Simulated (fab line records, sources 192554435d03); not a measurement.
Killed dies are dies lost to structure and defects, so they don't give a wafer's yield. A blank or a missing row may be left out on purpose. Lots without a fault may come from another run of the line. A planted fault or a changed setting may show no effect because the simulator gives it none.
fab line records | flow n5_finfet | part 2 of 2: steps 13 to 21 of 21
record lots=5 wafers=15 last_day=17
route steps=1938 shown GATE_CUT@490
lots that met no fault: from a run of the same line without faults
start_h: hours from the record's first day to the start of the lot's first wafer shown | wait_h: hours since the lot's step before | " the same as in the row above | L1.1+2: a row that stands for several wafers | - no value, or no start given | * or withheld: withheld | < > ~ a bound
route shown NAME@n: a module of which the file shows steps, and the number in the route of the first | usual: mean/standard deviation of fault-free wafers | same: alike in all rows | chamber/n: place in a boat | sites: the reading at each site | _std_site: their standard deviation | _edge_site: outer sites' mean less inner sites' | radius_mm: how far each site lies from the wafer's centre | mask NAME#n: copy n | behind: the tool/chamber that last shaped the wafer | hold: why the lot was held/for how many hours/how that ended | device: the transistor (n, p or np) that didn't switch | end of line: the same wafers' tests at the end of the route | a step without rows: its recipe alone | killed: dies lost to structure and defects at the first sort, not the wafer's yield | map: a wafer's dies, x killed, . not, _ none there
set.NAME: the setting as run; set.NAME@STEP: as run at that earlier step | model.NAME: the simulator's own value behind a step, which no gauge read
lots at some steps of the route; a table a step, a row a wafer
services: from which hour (start_h, from the record's first day; less than 0 if before it) a tool's chamber was out of use, for how many hours, and why
## steps
# step N5_GATE_CUT_CUT_ETCH_55
# recipe chemistry=BCl3 target=HfO2 mask_material=SiO2 target_depth_a=32 ion_energy_ev=30 pressure_mtorr=5 icp_w=450 bias_w=18 bcl3_flow_sccm=80
# usual drypump_motor_current_A=6.0/0.45 oes_product_au=0.79/0.094 throttle_valve_pct=33.13/0.2
# columns lot.wafer tool chamber start_h wait_h drypump_motor_current_A oes_product_au rf_hours_counter_h throttle_valve_pct
L075.3 rie_metal-01 1 89.82 0.0 5.6 0.84 - 33.18
L075.5 " 1 " " 5.6 0.84 - 33.19
L075.6 " 0 " " 6.0 0.66 - 33.25
L077.3 rie_metal-03 0 101.37 0.0 6.2 0.79 - 33.01
L077.4 " 1 " " 5.3 0.58 - 33.70
L077.5 " 0 " " 6.2 0.80 - 33.00
L089.2 rie_metal-03 1 177.91 0.0 5.3 0.97 4 33.09
L089.3 " 0 " " 6.2 0.78 - 32.99
L089.5 " 0 " " 6.2 0.77 - 33.02
L093.2 rie_metal-01 0 198.11 0.0 6.0 0.66 97 33.25
L093.3 " 0 " " 6.0 0.66 - 33.25
L093.5 " 0 " " 6.0 0.65 - 33.25
L097.1 rie_metal-01 0 224.13 0.0 6.1 0.66 100 33.26
L097.2 " 1 " " 5.6 0.80 34 33.21
L097.5 " 1 " " 5.6 0.81 - 33.22
# step N5_GATE_CUT_ETCH_47
# recipe chemistry=Cl2/BCl3 target=SiO2 target_depth_a=100 pressure_mtorr=10 icp_w=1000 bias_w=126 Cl2_flow_sccm=53.25 bcl3_flow_sccm=21.75 Ar_flow_sccm=25
# usual drypump_motor_current_A=6.0/0.45 mfc_cl2_sccm=53.22/0.15 oes_ar_750_au=0.78/0.088 oes_product_au=0.79/0.093 throttle_valve_pct=22.81/0.2
# columns lot.wafer tool chamber start_h wait_h drypump_motor_current_A mfc_cl2_sccm oes_ar_750_au oes_product_au rf_hours_counter_h throttle_valve_pct
L075.3 rie_metal-01 1 89.85 0.0 5.6 53.08 0.82 0.84 - 22.76
L075.5 " 1 " " 5.6 53.18 0.82 0.84 - 22.78
L075.6 " 0 " " 6.0 53.18 0.67 0.67 - 22.97
L077.3 rie_metal-03 0 101.40 0.0 6.2 53.07 0.79 0.79 - 22.70
L077.4 " 1 " " 5.3 53.22 0.59 0.58 - 23.31
L077.5 " 0 " " 6.2 53.10 0.79 0.80 - 22.69
L089.2 rie_metal-03 1 177.94 0.0 5.3 52.93 0.94 0.95 4 22.89
L089.3 " 0 " " 6.2 53.12 0.77 0.77 - 22.72
L089.5 " 0 " " 6.2 53.27 0.76 0.77 - 22.70
L093.2 rie_metal-01 0 198.14 0.0 6.1 52.95 0.66 0.65 97 22.96
L093.3 " 0 " " 6.1 53.27 0.66 0.66 - 22.96
L093.5 " 0 " " 6.1 53.35 0.67 0.65 - 22.96
L097.1 rie_metal-01 0 224.16 0.0 6.1 53.29 0.66 0.65 100 22.97
L097.2 " 1 " " 5.5 53.34 0.77 0.80 34 22.80
L097.5 " 1 " " 5.5 53.25 0.79 0.81 - 22.77
# step N5_GATE_CUT_VAPOR_ETCH_48
# recipe chemistry=BCl3/Cl2 target=TiN mode=isotropic
# usual drypump_motor_current_A=6.0/0.45 oes_product_au=0.79/0.094
# columns lot.wafer tool chamber start_h wait_h drypump_motor_current_A oes_product_au
L075.3 rie_metal-01 1 89.88 0.0 5.6 0.85
L075.5 " 1 " " 5.6 0.85
L075.6 " 0 " " 6.0 0.67
L077.3 rie_metal-03 0 101.43 0.0 6.2 0.79
L077.4 " 1 " " 5.3 0.57
L077.5 " 0 " " 6.2 0.80
L089.2 rie_metal-03 1 177.97 0.0 5.3 0.96
L089.3 " 0 " " 6.2 0.78
L089.5 " 0 " " 6.2 0.78
L093.2 rie_metal-01 0 198.17 0.0 6.0 0.66
L093.3 " 0 " " 6.0 0.66
L093.5 " 0 " " 6.0 0.65
L097.1 rie_metal-01 0 224.19 0.0 6.0 0.65
L097.2 " 1 " " 5.6 0.80
L097.5 " 1 " " 5.6 0.80
# step N5_GATE_CUT_VAPOR_ETCH_49
# recipe chemistry=BCl3/Cl2 target=TiAlC mode=isotropic
# usual drypump_motor_current_A=6.0/0.45 oes_product_au=0.78/0.093
# columns lot.wafer tool chamber start_h wait_h drypump_motor_current_A oes_product_au
L075.3 rie_metal-01 1 89.91 0.0 5.6 0.84
L075.5 " 1 " " 5.6 0.84
L075.6 " 0 " " 6.1 0.66
L077.3 rie_metal-03 0 101.46 0.0 6.2 0.79
L077.4 " 1 " " 5.3 0.58
L077.5 " 0 " " 6.2 0.79
L089.2 rie_metal-03 1 178.00 0.0 5.3 0.96
L089.3 " 0 " " 6.2 0.76
L089.5 " 0 " " 6.2 0.77
L093.2 rie_metal-01 0 198.20 0.0 6.0 0.65
L093.3 " 0 " " 6.0 0.66
L093.5 " 0 " " 6.0 0.65
L097.1 rie_metal-01 0 224.22 0.0 6.0 0.65
L097.2 " 1 " " 5.6 0.80
L097.5 " 1 " " 5.6 0.81
# step N5_GATE_CUT_VAPOR_ETCH_51
# recipe chemistry=BCl3/Cl2 target=HfO2 mode=isotropic
# usual drypump_motor_current_A=6.0/0.45 oes_product_au=0.79/0.093
# columns lot.wafer tool chamber start_h wait_h drypump_motor_current_A oes_product_au
L075.3 rie_metal-01 1 89.94 0.0 5.5 0.85
L075.5 " 1 " " 5.6 0.85
L075.6 " 0 " " 6.1 0.67
L077.3 rie_metal-03 0 101.49 0.0 6.2 0.80
L077.4 " 1 " " 5.3 0.57
L077.5 " 0 " " 6.2 0.80
L089.2 rie_metal-03 1 178.03 0.0 5.3 0.94
L089.3 " 0 " " 6.2 0.77
L089.5 " 0 " " 6.2 0.77
L093.2 rie_metal-01 0 198.23 0.0 6.1 0.65
L093.3 " 0 " " 6.1 0.65
L093.5 " 0 " " 6.1 0.65
L097.1 rie_metal-01 0 224.25 0.0 6.0 0.65
L097.2 " 1 " " 5.6 0.80
L097.5 " 1 " " 5.6 0.80
# step N5_GATE_CUT_STRIP_21
# recipe chemistry=N2/H2 time_s=30 power_w=1000 temp_c=250 pressure_mtorr=withheld n2_flow_sccm=1750 h2_flow_sccm=3250
# usual drypump_motor_current_A=5.89/0.18 heater_power_w=313/24
# columns lot.wafer tool chamber start_h wait_h drypump_motor_current_A heater_power_w rf_hours_counter_h
L075.3 plasma_asher-02 0 90.00 0.1 6.13 321 -
L075.5 " 0 " " 6.10 327 -
L075.6 " 1 " " 5.91 284 -
L077.3 plasma_asher-01 0 101.55 0.1 5.62 343 -
L077.4 " 1 " " 5.98 303 -
L077.5 " 0 " " 5.62 343 -
L089.2 plasma_asher-02 1 178.08 0.0 5.91 286 108
L089.3 " 1 " " 5.88 280 -
L089.5 " 1 " " 5.90 287 -
L093.2 plasma_asher-01 0 198.28 0.0 5.61 351 61
L093.3 " 1 " " 5.96 303 -
L093.5 " 1 " " 5.98 299 -
L097.1 plasma_asher-01 1 224.30 0.0 5.99 295 65
L097.2 " 0 " " 5.62 333 65
L097.5 " 0 " " 5.61 347 -
# step N5_GATE_CUT_STRIP_29
# recipe chemistry=post_etch_residue_remover time_s=60 temp_c=25 remover_ph=withheld remover_water_wt_pct=withheld remover_fluoride_wt_pct=withheld
# columns lot.wafer tool chamber start_h wait_h
L075.3+5+6 wet_bench-03 7,4,3 90.07 0.0
L077.3+4+5 wet_bench-04 6,0,5 101.62 0.0
L089.2+3+5 wet_bench-03 1,3,7 178.16 0.1
L093.2+3+5 wet_bench-03 3,2,4 198.37 0.1
L097.1+2+5 wet_bench-01 7,5,4 224.39 0.1
# step N5_GATE_CUT_SRD_52
# recipe dry=ipa_marangoni time_s=30 temp_c=23 rinse_liquid=diw
# usual bath_heat_duty_pct=3.6/0.49
# columns lot.wafer tool chamber start_h wait_h bath_heat_duty_pct
L075.3 wet_bench-03 7 90.09 0.0 4.4
L075.5 " 4 " " 4.7
L075.6 " 3 " " 3.6
L077.3 wet_bench-04 6 101.64 0.0 4.2
L077.4 " 0 " " 4.4
L077.5 " 5 " " 3.4
L089.2 wet_bench-03 1 178.18 0.0 3.8
L089.3 " 3 " " 3.8
L089.5 " 7 " " 4.0
L093.2 wet_bench-03 3 198.39 0.0 3.6
L093.3 " 2 " " 3.1
L093.5 " 4 " " 3.8
L097.1 wet_bench-01 7 224.41 0.0 3.3
L097.2 " 5 " " 3.7
L097.5 " 4 " " 3.3
# step N5_GATE_CUT_ALD_22
# recipe material=SiNx target_thk_a=160 temp_c=400 ald_precursor_family=SiH2I2 ald_co_reactant=N2/H2-plasma pulse_time_s=1 ald_cycles=320 purge_time_s=2 co_reactant_purge_time_s=2 pressure_torr=2
# usual heater_power_w=830/100 precursor_pulse_height_rel=1.001/0.018
# same pulse_time_s=1
# columns lot.wafer tool chamber start_h wait_h heater_power_w precursor_pulse_height_rel
L075.3 ald_sin-03 0 90.33 0.2 881 1.009
L075.5 " 1 " " 777 0.966
L075.6 " 2 " " 808 0.980
L077.3 ald_sin-04 0 101.73 0.1 995 1.038
L077.4 " 3 " " 700 0.967
L077.5 " 2 " " 872 0.988
L089.2 ald_sin-04 3 178.23 0.0 691 1.037
L089.3 " 1 " " 811 1.004
L089.5 " 0 " " 987 1.008
L093.2 ald_sin-02 2 198.44 0.0 866 0.985
L093.3 " 1 " " 640 0.995
L093.5 " 2 " " 864 0.980
L097.1 ald_sin-03 3 224.45 0.0 828 0.989
L097.2 " 0 " " 861 0.995
L097.5 " 3 " " 831 1.002
## services
# columns tool chamber start_h hours kind
rie_diel-05 2 65.70 3.1 repair
ald_sin-02 2 71.28 30.4 repair
plasma_asher-02 - 79.44 2.8 pm
ald_sin-02 - 86.52 14.0 pm
rie_diel-03 - 95.11 2.8 pm
rie_metal-03 1 121.91 - clean
rie_metal-03 1 121.91 17.2 scheduled_down
rie_metal-01 0 139.66 5.8 repair
rie_metal-01 0 145.57 27.8 repair
wet_bench-03 - 147.93 2.3 repair
rie_metal-01 - 151.98 1.0 repair
rie_diel-06 3 158.92 1.5 repair
rie_diel-03 2 161.17 - clean
rie_diel-03 2 161.17 - consumable_replace:focus_ring
rie_diel-03 2 161.17 17.2 scheduled_down
rie_diel-03 2 161.17 17.2 vent_cycle
ald_sin-03 3 172.68 20.5 repair
ald_sin-03 - 178.11 14.0 pm
ald_sin-02 - 182.71 14.6 pm
wet_bench-01 - 188.87 3.9 repair
plasma_asher-02 - 194.63 4.9 repair
rie_diel-03 2 208.36 12.5 repair
rie_diel-03 3 217.87 22.0 repair
ald_sin-04 - 223.62 0.7 repair
